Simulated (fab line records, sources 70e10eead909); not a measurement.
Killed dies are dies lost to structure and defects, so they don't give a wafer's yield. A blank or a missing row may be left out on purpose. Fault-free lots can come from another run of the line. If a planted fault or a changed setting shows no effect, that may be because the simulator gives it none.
Matching of chambers | flow nand harc | NHARC_A_CHANNEL_HOLE_D1_ETCH_44 on rie diel-06: 4 sister chambers
The step etches the open film in CF4/O2, target depth 140 nm, overetch 14 nm, time 77 s. 14 wafers are shown with their chamber, then 7 later ones without.

## WAFERS WITH THEIR CHAMBER
wafer  | chamber | drypump motor current A (A) | showerhead plenum p Torr (Torr) | rf vpp V (V)
L081.2 | 1       | 5.9                         | 1.37                            | 199.9
L081.3 | 0       | 5.8                         | 1.35                            | 197.4
L081.5 | 2       | 5.2                         | 1.44                            | 198.7
L082.1 | 2       | 5.2                         | 1.44                            | 198.9
L082.4 | 3       | 6.4                         | 1.32                            | 197.3
L082.6 | 2       | 5.2                         | 1.44                            | 200.2
L085.2 | 3       | 6.4                         | 1.32                            | 195.9
L085.4 | 1       | 5.9                         | 1.37                            | 198.9
L085.6 | 3       | 6.4                         | 1.32                            | 195.8
L086.1 | 0       | 5.8                         | 1.35                            | 197.6
L086.3 | 1       | 5.9                         | 1.37                            | 199.2
L086.4 | 3       | 6.4                         | 1.32                            | 195.7
L091.1 | 0       | 5.8                         | 1.34                            | 197.4
L091.4 | 1       | 6.0                         | 1.37                            | 199.1

SIGNATURES, as means of the wafers listed above
reading                  | chamber 0 | chamber 1 | chamber 2 | chamber 3 | scatter within a chamber
drypump motor current A  | 5.800     | 5.925     | 5.200     | 6.400     | 0.0274
showerhead plenum p Torr | 1.3467    | 1.3700    | 1.4400    | 1.3200    | 0.00258
rf vpp V                 | 197.467   | 199.275   | 199.267   | 196.175   | 0.602
Rule: for a wafer and a chamber, the distance is found by dividing, reading by reading, the gap between the wafer's reading and the chamber's mean by the reading's scatter, squaring, summing and taking the root. The wafer belongs to the nearest chamber; if the next one is less than 2 further off, it can't be placed. How the scatter is found: for the shown wafers, subtract from each reading the mean of its chamber, square and add these, divide the total by (wafers less chambers), then take the root.

## WAFERS WITHOUT THEIR CHAMBER
wafer  | drypump motor current A (A) | showerhead plenum p Torr (Torr) | rf vpp V (V)
L091.5 | 6.4                         | 1.31                            | 196.7
L094.4 | 5.8                         | 1.34                            | 198.2
L094.5 | 5.9                         | 1.36                            | 198.3
L094.6 | 5.8                         | 1.34                            | 196.4
L096.3 | 6.0                         | 1.36                            | 199.5
L096.4 | 6.4                         | 1.31                            | 197.1
L096.5 | 5.8                         | 1.34                            | 199.7

## WHICH CHAMBER EACH WENT THROUGH
wafer  | from the rows above | in truth
L091.5 | 3                   | 3
L094.4 | 0                   | 0
L094.5 | 1                   | 1
L094.6 | 0                   | 0
L096.3 | 1                   | 1
L096.4 | 3                   | 3
L096.5 | 0                   | 0
Correct placement for 7 of the 7. Not placeable from these rows: 0. 0 placed wrongly.
